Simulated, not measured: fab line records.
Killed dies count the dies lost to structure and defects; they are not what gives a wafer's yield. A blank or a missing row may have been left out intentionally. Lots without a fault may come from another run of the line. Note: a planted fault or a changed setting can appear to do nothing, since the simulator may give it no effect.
fab line records	flow n5_finfet
record: lots: 24	wafers: 72	last_day: 19
route steps=1938 shown BEOL_M2@877
lots that met no fault: taken from a fault-free run of the same line
start_h: start of the lot's first displayed wafer, in hours after the record's first day	wait_h: hours from the lot's prior step to this one	" unchanged from the row above	L1.1+2: several wafers, shown together as one row	- either no value or no given start	* or withheld: withheld	< > ~ a bound
route shown NAME@n: a module of which the file shows steps, and the number in the route of the first	usual: mean/standard deviation of fault-free wafers	same: alike in all rows	chamber/n: place in a boat	sites: readings site by site	_std_site: the standard deviation of these	_edge_site: mean of outer sites minus mean of inner sites	radius_mm: how far each site lies from the wafer's centre	mask NAME#n: copy n	behind: tool/chamber where the wafer was last shaped	hold: cause of the lot's hold/its duration in hours/its outcome	device: which transistor (n, p or np) failed to switch	end of line: at the end of the route, the tests of the same wafers	a step without rows: its recipe alone	killed: the dies lost at the first sort to structure and to defects; this is not the yield of the wafer	map: the dies of a wafer, with x for killed, . for not killed, _ for no die there
set.NAME: setting as actually run; set.NAME@STEP: the setting as run at that earlier step	model.NAME: the simulator's own value behind a step, which no gauge read
a sample of lots followed through the steps of the route, with each step as a table and each wafer as a row
services: a tool's chamber out of use, with start hour (start_h, from the record's first day; less than 0 if before it), hours out, and reason
== steps ==
step: N5_BEOL_M2_OVL_MEAS_29
recipe: points_per_wafer: 522
usual: V1_OVL: -0.5/0.63
lot.wafer	tool	chamber	start_h	wait_h	V1_OVL[nm]
L074.2	overlay-02	0	132.28	0.0	-0.6
L074.3	"	0	"	"	-1.7
L074.4	"	0	"	"	-0.5
L076.2	overlay-02	0	138.35	0.0	-0.4
L076.3	"	0	"	"	-0.8
L076.5	"	0	"	"	-1.5
L075.4	overlay-01	0	147.07	0.0	-0.9
L075.5	"	0	"	"	-0.4
L075.6	"	0	"	"	-1.0
L077.4	overlay-02	0	154.14	0.0	-0.8
L077.5	"	0	"	"	0.3
L077.6	"	0	"	"	-0.9
L078.1	overlay-01	0	170.90	0.0	0.0
L078.3	"	0	"	"	-0.5
L078.4	"	0	"	"	-0.5
L079.2	overlay-02	0	172.68	0.0	0.6
L079.5	"	0	"	"	-0.1
L079.6	"	0	"	"	0.2
L080.2	overlay-01	0	172.96	0.0	0.0
L080.3	"	0	"	"	0.0
L080.6	"	0	"	"	-0.4
L083.2	overlay-02	0	188.97	0.0	-1.4
L083.3	"	0	"	"	-1.1
L083.6	"	0	"	"	-1.6
L082.2	overlay-01	0	196.69	0.0	-0.9
L082.4	"	0	"	"	-0.1
L082.5	"	0	"	"	-0.7
L081.3	overlay-01	0	197.22	0.0	-0.6
L081.5	"	0	"	"	-0.1
L081.6	"	0	"	"	-0.4
L084.2	overlay-01	0	197.63	0.0	-0.6
L084.3	"	0	"	"	-0.1
L084.4	"	0	"	"	-0.7
L085.1	overlay-01	0	198.04	0.0	0.8
L085.2	"	0	"	"	0.0
L085.3	"	0	"	"	0.2
L086.4	overlay-01	0	214.40	0.0	-0.9
L086.5	"	0	"	"	-0.7
L086.6	"	0	"	"	-1.1
L089.3	overlay-02	0	223.43	0.0	0.5
L089.4	"	0	"	"	-0.6
L089.5	"	0	"	"	-0.4
L087.2	overlay-02	0	223.95	0.0	-0.3
L087.4	"	0	"	"	-1.4
L087.5	"	0	"	"	-1.2
L088.2	overlay-02	0	226.47	0.0	-0.8
L088.3	"	0	"	"	-1.2
L088.5	"	0	"	"	-1.1
L090.2	overlay-02	0	240.25	0.0	-1.7
L090.3	"	0	"	"	-2.1
L090.4	"	0	"	"	-0.7
L091.1	overlay-01	0	240.62	0.0	-0.4
L091.3	"	0	"	"	-0.8
L091.6	"	0	"	"	-1.2
L092.2	overlay-01	0	243.51	0.0	-1.7
L092.5	"	0	"	"	-1.2
L092.6	"	0	"	"	-0.2
L093.1	overlay-02	0	251.34	0.0	-0.2
L093.3	"	0	"	"	0.2
L093.6	"	0	"	"	-1.1
L094.1	overlay-01	0	259.25	0.0	-0.2
L094.2	"	0	"	"	-0.3
L094.3	"	0	"	"	-0.6
L095.2	overlay-02	0	262.98	0.0	0.7
L095.3	"	0	"	"	0.0
L095.6	"	0	"	"	-0.5
L097.1	overlay-02	0	270.17	0.0	0.6
L097.3	"	0	"	"	-0.7
L097.6	"	0	"	"	0.0
L096.4	overlay-02	0	273.80	0.0	-0.5
L096.5	"	0	"	"	-0.1
L096.6	"	0	"	"	-1.1
step: N5_BEOL_M2_ETCH_70
recipe: chemistry: N2/H2	target: SOC	target_depth_a: 800	overetch_a: 240	mask_material: SiARC	temp_c: 40	time_s: 130	ion_energy_ev: 200	pressure_mtorr: 30	source_w: 840	bias_w: 150	n2_flow_sccm: 200	h2_flow_sccm: 200
usual: drypump_motor_current_A: 5.6/0.36	n2_flow_sccm: 200.0/0.62	oes_product_au: 0.59/0.054	rf_vpp_V: 524.8/2.1	showerhead_plenum_p_Torr: 2.58/0.071	throttle_valve_pct: 17.80/0.2
lot.wafer	tool	chamber	start_h	wait_h	drypump_motor_current_A	n2_flow_sccm	oes_product_au	rf_hours_counter_h	rf_vpp_V	showerhead_plenum_p_Torr	throttle_valve_pct
L074.2	rie_diel-02	0	135.72	0.0	5.7	200.8	0.51	207	526.5	2.63	18.30
L074.3	"	3	"	"	5.0	199.7	0.55	159	527.1	2.64	17.70
L074.4	"	1	"	"	4.7	199.9	0.62	84	526.3	2.57	17.94
L076.2	rie_diel-02	2	140.65	0.0	5.5	199.8	0.55	167	523.7	2.53	17.67
L076.3	"	0	"	"	5.7	200.0	0.52	209	528.1	2.63	18.31
L076.5	"	2	"	"	5.5	199.6	0.55	-	525.0	2.53	17.69
L075.4	rie_diel-04	0	147.95	0.0	5.7	200.4	0.53	-	522.4	2.51	17.84
L075.5	"	2	"	"	5.4	198.7	0.64	-	524.0	2.59	17.82
L075.6	"	1	"	"	5.4	200.3	0.67	-	522.6	2.50	17.77
L077.4	rie_diel-01	3	156.22	0.0	5.7	199.7	0.66	33	522.1	2.49	17.57
L077.5	"	1	"	"	5.9	199.7	0.51	-	526.4	2.62	17.90
L077.6	"	0	"	"	5.3	199.5	0.64	-	527.5	2.69	17.55
L078.1	rie_diel-02	2	177.23	0.0	5.5	201.2	0.54	180	525.6	2.52	17.70
L078.3	"	3	"	"	5.1	201.6	0.55	173	525.7	2.64	17.72
L078.4	"	1	"	"	4.7	200.0	0.61	93	525.8	2.57	17.97
L079.2	rie_diel-04	2	177.27	0.0	5.4	200.9	0.63	66	524.7	2.58	17.84
L079.5	"	1	"	"	5.4	200.8	0.65	-	521.1	2.49	17.80
L079.6	"	0	"	"	5.7	199.3	0.52	-	524.1	2.51	17.87
L080.2	rie_diel-01	0	179.92	0.0	5.3	200.2	0.64	63	527.6	2.68	17.59
L080.3	"	3	"	"	5.7	199.6	0.65	41	523.5	2.48	17.59
L080.6	"	2	"	"	6.1	199.5	0.65	-	528.1	2.69	17.52
L083.2	rie_diel-01	2	190.92	0.0	6.0	199.6	0.64	55	526.2	2.69	17.52
L083.3	"	3	"	"	5.7	199.0	0.65	46	522.7	2.48	17.59
L083.6	"	2	"	"	6.1	200.5	0.64	-	526.3	2.69	17.54
L082.2	rie_diel-02	2	198.93	0.0	5.5	201.1	0.53	188	521.8	2.52	17.72
L082.4	"	1	"	"	4.7	199.2	0.60	-	524.6	2.56	18.00
L082.5	"	0	"	"	5.6	200.3	0.51	-	526.0	2.62	18.34
L081.3	rie_diel-01	3	199.97	0.0	5.7	199.6	0.64	49	522.2	2.48	17.61
L081.5	"	1	"	"	5.9	200.9	0.50	-	525.3	2.61	17.93
L081.6	"	2	"	"	6.1	200.1	0.63	-	527.5	2.68	17.54
L084.2	rie_diel-01	0	203.15	0.0	5.3	199.6	0.63	68	529.0	2.68	17.59
L084.3	"	3	"	"	5.7	199.8	0.63	50	522.3	2.48	17.58
L084.4	"	1	"	"	5.9	199.9	0.50	228	525.2	2.61	17.92
L085.1	rie_diel-04	1	206.18	0.0	5.4	200.5	0.64	42	521.0	2.49	17.80
L085.2	"	2	"	"	5.4	200.8	0.62	75	525.5	2.58	17.84
L085.3	"	3	"	"	5.6	199.7	0.62	59	525.5	2.58	17.74
L086.4	rie_diel-01	1	221.45	0.0	5.9	199.1	0.50	234	525.1	2.61	17.94
L086.5	"	0	"	"	5.3	200.7	0.63	-	527.6	2.68	17.60
L086.6	"	1	"	"	5.9	199.6	0.50	-	525.2	2.61	17.95
L089.3	rie_diel-02	0	229.28	0.0	5.7	200.2	0.51	239	526.0	2.62	18.35
L089.4	"	3	"	"	5.1	199.8	0.54	-	526.8	2.63	17.75
L089.5	"	1	"	"	4.7	200.6	0.60	-	525.6	2.56	18.00
L087.2	rie_diel-04	1	238.23	0.0	5.4	199.7	0.63	47	521.9	2.49	17.81
L087.4	"	2	"	"	5.4	199.3	0.61	86	525.3	2.57	17.87
L087.5	"	0	"	"	5.7	200.4	0.52	-	522.0	2.50	17.90
L088.2	rie_diel-01	0	238.30	0.0	5.3	199.8	0.62	79	527.0	2.68	17.60
L088.3	"	2	"	"	6.0	199.8	0.62	72	528.5	2.68	17.56
L088.5	"	1	"	"	5.9	199.8	0.50	-	525.3	2.61	17.96
L090.2	rie_diel-04	3	249.26	0.0	5.6	200.1	0.60	75	522.6	2.57	17.77
L090.3	"	2	"	"	5.4	199.4	0.61	91	523.7	2.57	17.88
L090.4	"	0	"	"	5.8	200.0	0.51	243	522.6	2.50	17.92
L091.1	rie_diel-04	3	249.63	0.0	5.6	199.4	0.61	75	523.6	2.57	17.78
L091.3	"	0	"	"	5.8	201.7	0.52	243	521.6	2.50	17.92
L091.6	"	2	"	"	5.4	199.6	0.61	-	525.2	2.57	17.86
L092.2	rie_diel-02	1	249.75	0.0	4.7	199.9	0.59	117	524.5	2.56	18.03
L092.5	"	1	"	"	4.7	200.7	0.59	-	525.1	2.56	18.03
L092.6	"	2	"	"	5.5	199.5	0.52	-	523.3	2.51	17.74
L093.1	rie_diel-01	3	257.54	0.0	5.7	198.9	0.62	63	522.1	2.47	17.62
L093.3	"	1	"	"	5.9	199.5	0.49	242	524.7	2.61	17.94
L093.6	"	1	"	"	5.9	199.4	0.50	-	524.5	2.61	17.95
L094.1	rie_diel-04	2	268.19	0.0	5.4	200.6	0.61	98	523.9	2.57	17.89
L094.2	"	3	"	"	5.6	200.1	0.60	83	525.0	2.57	17.80
L094.3	"	1	"	"	5.4	199.5	0.63	59	522.3	2.48	17.85
L095.2	rie_diel-01	0	272.85	0.0	5.3	199.9	0.62	84	528.1	2.67	17.61
L095.3	"	2	"	"	6.1	198.4	0.61	79	528.0	2.68	17.57
L095.6	"	1	"	"	5.9	200.7	0.49	-	526.3	2.60	17.97
L097.1	rie_diel-04	3	288.60	0.0	5.7	199.6	0.59	90	524.4	2.56	17.80
L097.3	"	0	"	"	5.8	200.2	0.72	3	522.2	2.49	17.47
L097.6	"	3	"	"	5.6	199.4	0.59	-	523.4	2.56	17.80
L096.4	rie_diel-01	0	292.91	0.0	5.3	199.6	0.60	-	526.8	2.67	17.62
L096.5	"	2	"	"	6.1	200.1	0.61	-	528.0	2.67	17.59
L096.6	"	3	"	"	5.7	199.9	0.61	-	520.8	2.47	17.65
step: N5_BEOL_M2_STRIP_36
recipe: chemistry: N2/H2	power_w: 450	temp_c: 40	pressure_mtorr: 20	rf_frequency_hz: 6e+07	overash_fraction: 0.3	bias_power_w: 7	h2_frac: 0.5	n2_flow_sccm: 200	h2_flow_sccm: 200
usual: drypump_motor_current_A: 5.6/0.36	n2_flow_sccm: 199.9/0.6	oes_product_au: 0.80/0.078	power_w: 450.2/1.4	rf_vpp_V: 59.4/1.4	showerhead_plenum_p_Torr: 2.58/0.071	throttle_valve_pct: 23.61/0.22
lot.wafer	tool	chamber	start_h	wait_h	drypump_motor_current_A	n2_flow_sccm	oes_product_au	power_w	rf_hours_counter_h	rf_vpp_V	showerhead_plenum_p_Torr	throttle_valve_pct
L074.2	rie_diel-02	0	135.89	0.0	5.7	199.1	0.70	449.1	207	59.0	2.63	24.15
L074.3	"	3	"	"	5.1	199.4	0.74	449.5	159	57.8	2.64	23.38
L074.4	"	1	"	"	4.7	200.3	0.83	450.1	84	60.9	2.57	23.78
L076.2	rie_diel-02	2	140.82	0.0	5.5	199.9	0.73	448.6	167	60.9	2.52	23.40
L076.3	"	0	"	"	5.7	200.9	0.71	451.2	210	58.9	2.63	24.16
L076.5	"	2	"	"	5.5	199.8	0.73	449.6	-	59.1	2.52	23.43
L075.4	rie_diel-04	0	148.10	0.0	5.7	199.7	0.72	447.7	-	59.4	2.51	23.48
L075.5	"	2	"	"	5.5	199.8	0.86	449.9	-	56.4	2.58	23.69
L075.6	"	1	"	"	5.4	199.7	0.93	450.0	-	57.7	2.49	23.76
L077.4	rie_diel-01	3	156.39	0.0	5.7	199.4	0.89	451.1	33	59.9	2.48	23.38
L077.5	"	1	"	"	5.9	200.5	0.69	449.2	-	57.2	2.62	23.76
L077.6	"	0	"	"	5.3	199.9	0.88	449.9	-	60.1	2.68	23.44
L078.1	rie_diel-02	2	177.40	0.0	5.5	200.4	0.73	450.2	180	57.6	2.52	23.47
L078.3	"	3	"	"	5.1	199.5	0.73	447.9	173	58.8	2.63	23.40
L078.4	"	1	"	"	4.7	200.0	0.83	449.1	93	57.9	2.56	23.78
L079.2	rie_diel-04	2	177.43	0.0	5.4	201.2	0.85	451.0	66	58.8	2.58	23.73
L079.5	"	1	"	"	5.4	200.0	0.90	451.7	-	57.9	2.49	23.77
L079.6	"	0	"	"	5.7	200.1	0.72	449.5	-	59.0	2.50	23.53
L080.2	rie_diel-01	0	180.09	0.0	5.3	199.6	0.87	447.4	63	59.5	2.68	23.44
L080.3	"	3	"	"	5.7	200.2	0.88	449.8	41	57.0	2.48	23.36
L080.6	"	2	"	"	6.1	199.9	0.87	451.4	-	61.2	2.68	23.36
L083.2	rie_diel-01	2	191.09	0.0	6.1	198.8	0.86	450.7	55	58.2	2.68	23.38
L083.3	"	3	"	"	5.7	199.9	0.88	451.6	46	59.4	2.48	23.36
L083.6	"	2	"	"	6.1	199.1	0.86	452.7	-	59.6	2.68	23.38
L082.2	rie_diel-02	2	199.10	0.0	5.5	199.7	0.72	452.4	188	59.3	2.52	23.47
L082.4	"	1	"	"	4.6	199.1	0.82	451.1	-	60.1	2.56	23.78
L082.5	"	0	"	"	5.7	199.5	0.69	449.4	-	59.6	2.62	24.19
L081.3	rie_diel-01	3	200.14	0.0	5.7	199.8	0.87	449.8	49	59.2	2.48	23.36
L081.5	"	1	"	"	5.9	199.9	0.68	449.6	-	58.8	2.61	23.78
L081.6	"	2	"	"	6.1	200.5	0.87	449.8	-	59.7	2.68	23.39
L084.2	rie_diel-01	0	203.32	0.0	5.3	200.3	0.84	451.9	68	60.1	2.68	23.42
L084.3	"	3	"	"	5.7	198.8	0.85	450.2	50	60.8	2.48	23.35
L084.4	"	1	"	"	5.9	199.2	0.67	450.1	228	58.9	2.61	23.78
L085.1	rie_diel-04	1	206.35	0.0	5.4	199.3	0.88	449.2	42	60.3	2.48	23.79
L085.2	"	2	"	"	5.4	200.1	0.85	447.9	76	59.4	2.58	23.71
L085.3	"	3	"	"	5.6	200.2	0.85	448.4	59	56.8	2.57	23.57
L086.4	rie_diel-01	1	221.61	0.0	5.9	199.1	0.67	451.9	234	59.5	2.61	23.78
L086.5	"	0	"	"	5.3	200.1	0.85	450.4	-	58.6	2.68	23.42
L086.6	"	1	"	"	5.9	199.8	0.67	455.0	-	58.0	2.61	23.81
L089.3	rie_diel-02	0	229.45	0.0	5.7	199.7	0.69	450.1	239	60.2	2.62	24.25
L089.4	"	3	"	"	5.1	199.1	0.71	448.6	-	58.7	2.63	23.44
L089.5	"	1	"	"	4.7	200.8	0.81	451.4	-	57.8	2.56	23.82
L087.2	rie_diel-04	1	238.40	0.0	5.4	200.3	0.88	449.5	47	59.2	2.48	23.79
L087.4	"	2	"	"	5.4	200.3	0.84	450.0	86	60.0	2.57	23.73
L087.5	"	0	"	"	5.8	201.2	0.71	447.4	-	58.7	2.49	23.52
L088.2	rie_diel-01	0	238.46	0.0	5.3	199.6	0.85	448.9	79	59.3	2.67	23.45
L088.3	"	2	"	"	6.1	200.2	0.84	448.4	72	59.4	2.67	23.39
L088.5	"	1	"	"	5.9	200.3	0.68	449.9	-	63.4	2.60	23.79
L090.2	rie_diel-04	3	249.43	0.0	5.6	200.5	0.83	450.8	75	57.9	2.56	23.57
L090.3	"	2	"	"	5.4	200.6	0.81	449.2	91	60.0	2.57	23.74
L090.4	"	0	"	"	5.7	200.6	0.70	449.7	243	59.8	2.49	23.58
L091.1	rie_diel-04	3	249.79	0.0	5.6	198.9	0.83	450.1	75	59.4	2.56	23.56
L091.3	"	0	"	"	5.7	199.4	0.70	450.1	243	60.3	2.49	23.54
L091.6	"	2	"	"	5.4	200.2	0.83	449.7	-	60.0	2.57	23.74
L092.2	rie_diel-02	1	249.91	0.0	4.7	200.2	0.81	451.5	117	60.4	2.55	23.82
L092.5	"	1	"	"	4.7	201.3	0.81	451.8	-	60.1	2.55	23.81
L092.6	"	2	"	"	5.5	199.8	0.71	450.3	-	59.7	2.51	23.46
L093.1	rie_diel-01	3	257.71	0.0	5.7	199.8	0.85	452.1	63	59.1	2.47	23.39
L093.3	"	1	"	"	5.9	199.9	0.67	451.1	243	59.0	2.60	23.83
L093.6	"	1	"	"	5.9	199.5	0.67	450.2	-	56.8	2.60	23.77
L094.1	rie_diel-04	2	268.35	0.0	5.5	199.8	0.82	450.8	98	58.7	2.57	23.74
L094.2	"	3	"	"	5.6	199.1	0.83	451.7	83	58.4	2.56	23.59
L094.3	"	1	"	"	5.4	200.4	0.86	450.4	59	59.6	2.48	23.77
L095.2	rie_diel-01	0	273.02	0.0	5.3	199.9	0.84	450.4	84	60.6	2.67	23.45
L095.3	"	2	"	"	6.1	199.6	0.82	452.2	79	59.5	2.67	23.44
L095.6	"	1	"	"	5.9	200.4	0.67	451.0	-	62.9	2.60	23.79
L097.1	rie_diel-04	3	288.76	0.0	5.6	200.2	0.82	450.9	90	57.8	2.56	23.57
L097.3	"	0	"	"	5.8	200.7	1.01	448.4	3	56.6	2.49	23.18
L097.6	"	3	"	"	5.6	199.6	0.81	452.0	-	59.9	2.56	23.62
L096.4	rie_diel-01	0	293.06	0.0	5.2	199.3	0.83	452.9	-	59.9	2.67	23.51
L096.5	"	2	"	"	6.1	200.1	0.82	450.1	-	61.4	2.67	23.38
L096.6	"	3	"	"	5.7	199.1	0.83	449.4	-	61.5	2.46	23.40
step: N5_BEOL_M2_PRE_CLEAN_45
recipe: gas: H2/He	time_s: 30	temp_c: 250
usual: heater_power_w: 326/35
lot.wafer	tool	chamber	start_h	wait_h	heater_power_w
L074.2	pvd_sputter-02	-	137.06	0.0	249
L074.3	"	-	"	"	349
L074.4	"	-	"	"	334
L076.2	pvd_sputter-03	-	143.06	0.0	325
L076.3	"	-	"	"	350
L076.5	"	-	"	"	363
L075.4	pvd_sputter-03	-	148.68	0.0	314
L075.5	"	-	"	"	305
L075.6	"	-	"	"	373
L077.4	pvd_sputter-02	-	157.24	0.0	342
L077.5	"	-	"	"	345
L077.6	"	-	"	"	344
L078.1	pvd_sputter-03	-	177.89	0.0	355
L078.3	"	-	"	"	338
L078.4	"	-	"	"	329
L079.2	pvd_sputter-03	-	177.97	0.0	326
L079.5	"	-	"	"	331
L079.6	"	-	"	"	317
L080.2	pvd_sputter-03	-	181.17	0.0	311
L080.3	"	-	"	"	346
L080.6	"	-	"	"	326
L083.2	pvd_sputter-02	-	191.97	0.0	332
L083.3	"	-	"	"	341
L083.6	"	-	"	"	331
L082.2	pvd_sputter-02	-	200.29	0.0	344
L082.4	"	-	"	"	339
L082.5	"	-	"	"	352
L081.3	pvd_sputter-01	-	200.97	0.0	351
L081.5	"	-	"	"	249
L081.6	"	-	"	"	341
L084.2	pvd_sputter-03	-	204.11	0.0	341
L084.3	"	-	"	"	324
L084.4	"	-	"	"	368
L085.1	pvd_sputter-02	-	207.07	0.0	237
L085.2	"	-	"	"	347
L085.3	"	-	"	"	340
L086.4	pvd_sputter-02	-	222.39	0.0	241
L086.5	"	-	"	"	243
L086.6	"	-	"	"	335
L089.3	pvd_sputter-01	-	229.93	0.0	324
L089.4	"	-	"	"	333
L089.5	"	-	"	"	248
L087.2	pvd_sputter-02	-	239.05	0.0	359
L087.4	"	-	"	"	239
L087.5	"	-	"	"	325
L088.2	pvd_sputter-03	-	239.11	0.0	357
L088.3	"	-	"	"	311
L088.5	"	-	"	"	343
L090.2	pvd_sputter-03	-	249.96	0.0	322
L090.3	"	-	"	"	312
L090.4	"	-	"	"	362
L091.1	pvd_sputter-03	-	250.22	0.0	326
L091.3	"	-	"	"	309
L091.6	"	-	"	"	333
L092.2	pvd_sputter-03	-	250.34	0.0	371
L092.5	"	-	"	"	342
L092.6	"	-	"	"	331
L093.1	pvd_sputter-01	-	258.14	0.0	323
L093.3	"	-	"	"	344
L093.6	"	-	"	"	343
L094.1	pvd_sputter-03	-	268.86	0.0	329
L094.2	"	-	"	"	311
L094.3	"	-	"	"	363
L095.2	pvd_sputter-02	-	273.62	0.0	343
L095.3	"	-	"	"	341
L095.6	"	-	"	"	350
L097.1	pvd_sputter-01	-	289.21	0.0	346
L097.3	"	-	"	"	336
L097.6	"	-	"	"	333
L096.4	pvd_sputter-02	-	294.03	0.0	241
L096.5	"	-	"	"	245
L096.6	"	-	"	"	328
step: N5_BEOL_M2_SPUTTER_86
recipe: material: Cu	target_thk_a: 45	temp_c: -20	chamber_pressure_pa: 0.07	power_w: withheld	time_s: 8.29
usual: throttle_valve_pct: 30.3/1.1
lot.wafer	tool	chamber	start_h	wait_h	throttle_valve_pct
L074.2	pvd_sputter-02	-	138.48	0.1	30.3
L074.3	"	-	"	"	31.4
L074.4	"	-	"	"	29.5
L076.2	pvd_sputter-01	-	144.32	0.1	30.1
L076.3	"	-	"	"	31.2
L076.5	"	-	"	"	28.3
L075.4	pvd_sputter-02	-	149.85	0.1	31.4
L075.5	"	-	"	"	29.5
L075.6	"	-	"	"	31.7
L077.4	pvd_sputter-02	-	158.56	0.0	31.7
L077.5	"	-	"	"	30.1
L077.6	"	-	"	"	31.4
L078.1	pvd_sputter-03	-	179.19	0.1	29.8
L078.3	"	-	"	"	28.9
L078.4	"	-	"	"	29.5
L079.2	pvd_sputter-02	-	179.24	0.1	31.6
L079.5	"	-	"	"	29.0
L079.6	"	-	"	"	30.0
L080.2	pvd_sputter-02	-	182.54	0.1	30.3
L080.3	"	-	"	"	31.3
L080.6	"	-	"	"	29.4
L083.2	pvd_sputter-01	-	196.05	0.1	30.2
L083.3	"	-	"	"	28.4
L083.6	"	-	"	"	28.5
L082.2	pvd_sputter-02	-	201.87	0.1	30.6
L082.4	"	-	"	"	31.3
L082.5	"	-	"	"	30.0
L081.3	pvd_sputter-03	-	202.89	0.1	30.0
L081.5	"	-	"	"	29.7
L081.6	"	-	"	"	30.0
L084.2	pvd_sputter-02	-	205.39	0.1	30.2
L084.3	"	-	"	"	31.5
L084.4	"	-	"	"	31.1
L085.1	pvd_sputter-03	-	208.25	0.1	28.8
L085.2	"	-	"	"	29.6
L085.3	"	-	"	"	29.9
L086.4	pvd_sputter-02	-	223.67	0.1	29.3
L086.5	"	-	"	"	31.5
L086.6	"	-	"	"	29.2
L089.3	pvd_sputter-03	-	232.87	0.1	29.6
L089.4	"	-	"	"	28.9
L089.5	"	-	"	"	29.7
L087.2	pvd_sputter-02	-	240.47	0.1	29.3
L087.4	"	-	"	"	30.2
L087.5	"	-	"	"	31.2
L088.2	pvd_sputter-03	-	240.63	0.1	32.7
L088.3	"	-	"	"	28.7
L088.5	"	-	"	"	32.4
L090.2	pvd_sputter-01	-	251.49	0.1	31.2
L090.3	"	-	"	"	30.3
L090.4	"	-	"	"	30.3
L091.1	pvd_sputter-02	-	251.60	0.1	31.2
L091.3	"	-	"	"	29.3
L091.6	"	-	"	"	31.2
L092.2	pvd_sputter-03	-	253.17	0.1	32.2
L092.5	"	-	"	"	29.9
L092.6	"	-	"	"	29.5
L093.1	pvd_sputter-01	-	260.86	0.1	30.5
L093.3	"	-	"	"	28.6
L093.6	"	-	"	"	28.4
L094.1	pvd_sputter-02	-	270.76	0.1	29.3
L094.2	"	-	"	"	31.2
L094.3	"	-	"	"	30.5
L095.2	pvd_sputter-01	-	274.97	0.1	30.9
L095.3	"	-	"	"	28.2
L095.6	"	-	"	"	30.5
L097.1	pvd_sputter-02	-	291.69	0.1	29.3
L097.3	"	-	"	"	31.3
L097.6	"	-	"	"	31.4
L096.4	pvd_sputter-02	-	295.53	0.1	31.1
L096.5	"	-	"	"	29.5
L096.6	"	-	"	"	30.2
step: N5_BEOL_M2_SPUTTER_90
recipe: material: Cu	target_thk_a: 45	temp_c: -20	chamber_pressure_pa: 0.07	power_w: withheld	time_s: 8.29
usual: throttle_valve_pct: 30.3/1.1
lot.wafer	tool	chamber	start_h	wait_h	throttle_valve_pct
L074.2	pvd_sputter-02	-	138.92	0.1	30.2
L074.3	"	-	"	"	31.6
L074.4	"	-	"	"	29.3
L076.2	pvd_sputter-01	-	144.76	0.1	30.3
L076.3	"	-	"	"	31.2
L076.5	"	-	"	"	28.5
L075.4	pvd_sputter-02	-	150.29	0.1	31.5
L075.5	"	-	"	"	29.4
L075.6	"	-	"	"	31.4
L077.4	pvd_sputter-02	-	159.00	0.0	31.6
L077.5	"	-	"	"	30.2
L077.6	"	-	"	"	31.4
L078.1	pvd_sputter-03	-	179.63	0.1	29.9
L078.3	"	-	"	"	28.8
L078.4	"	-	"	"	29.4
L079.2	pvd_sputter-02	-	179.68	0.1	31.6
L079.5	"	-	"	"	29.6
L079.6	"	-	"	"	30.3
L080.2	pvd_sputter-02	-	182.98	0.1	30.1
L080.3	"	-	"	"	31.3
L080.6	"	-	"	"	29.2
L083.2	pvd_sputter-01	-	196.93	0.1	30.3
L083.3	"	-	"	"	28.4
L083.6	"	-	"	"	28.2
L082.2	pvd_sputter-02	-	202.31	0.1	30.4
L082.4	"	-	"	"	31.4
L082.5	"	-	"	"	30.1
L081.3	pvd_sputter-03	-	203.33	0.1	29.9
L081.5	"	-	"	"	29.6
L081.6	"	-	"	"	29.9
L084.2	pvd_sputter-02	-	205.83	0.1	30.0
L084.3	"	-	"	"	31.4
L084.4	"	-	"	"	31.0
L085.1	pvd_sputter-03	-	208.69	0.1	29.0
L085.2	"	-	"	"	29.3
L085.3	"	-	"	"	29.8
L086.4	pvd_sputter-02	-	224.11	0.1	29.5
L086.5	"	-	"	"	31.6
L086.6	"	-	"	"	29.2
L089.3	pvd_sputter-03	-	233.31	0.1	29.5
L089.4	"	-	"	"	28.9
L089.5	"	-	"	"	29.5
L087.2	pvd_sputter-02	-	240.91	0.1	29.4
L087.4	"	-	"	"	30.3
L087.5	"	-	"	"	30.9
L088.2	pvd_sputter-03	-	241.07	0.1	32.9
L088.3	"	-	"	"	28.5
L088.5	"	-	"	"	32.5
L090.2	pvd_sputter-01	-	251.93	0.1	31.6
L090.3	"	-	"	"	30.3
L090.4	"	-	"	"	30.2
L091.1	pvd_sputter-02	-	252.04	0.1	30.9
L091.3	"	-	"	"	29.7
L091.6	"	-	"	"	31.1
L092.2	pvd_sputter-03	-	253.61	0.1	32.7
L092.5	"	-	"	"	29.9
L092.6	"	-	"	"	29.4
L093.1	pvd_sputter-01	-	261.30	0.1	30.3
L093.3	"	-	"	"	28.1
L093.6	"	-	"	"	28.2
L094.1	pvd_sputter-02	-	271.20	0.1	29.4
L094.2	"	-	"	"	31.3
L094.3	"	-	"	"	30.1
L095.2	pvd_sputter-01	-	275.41	0.1	30.5
L095.3	"	-	"	"	28.2
L095.6	"	-	"	"	30.5
L097.1	pvd_sputter-02	-	292.13	0.1	29.6
L097.3	"	-	"	"	31.5
L097.6	"	-	"	"	31.2
L096.4	pvd_sputter-02	-	295.97	0.1	31.5
L096.5	"	-	"	"	29.3
L096.6	"	-	"	"	30.0
== services ==
tool	chamber	start_h	hours	kind
rie_diel-02	0	113.52	7.3	repair
rie_diel-01	1	136.85	10.3	repair
rie_diel-02	1	137.28	9.5	repair
rie_diel-04	3	144.66	14.2	repair
pvd_sputter-01	-	146.86	5.2	repair
rie_diel-02	-	159.50	1.4	repair
rie_diel-01	0	183.85	7.7	repair
rie_diel-02	3	195.74	3.8	repair
rie_diel-04	1	207.48	14.3	repair
rie_diel-04	-	209.64	0.6	repair
rie_diel-04	0	217.81	6.3	repair
rie_diel-02	2	227.15	4.2	repair
rie_diel-01	-	238.63	15.6	pm
rie_diel-02	2	252.28	2.4	repair
rie_diel-01	0	259.64	4.1	repair
rie_diel-02	-	260.12	2.8	pm
rie_diel-04	0	267.31	-	clean
rie_diel-04	0	267.31	-	consumable_replace:focus_ring
rie_diel-04	0	267.31	12.7	scheduled_down
rie_diel-04	0	267.31	12.7	vent_cycle
rie_diel-01	1	277.87	-	clean
rie_diel-01	1	277.87	-	consumable_replace:focus_ring
rie_diel-01	1	277.87	19.3	scheduled_down
rie_diel-01	1	277.87	19.3	vent_cycle
== key ==
fault none
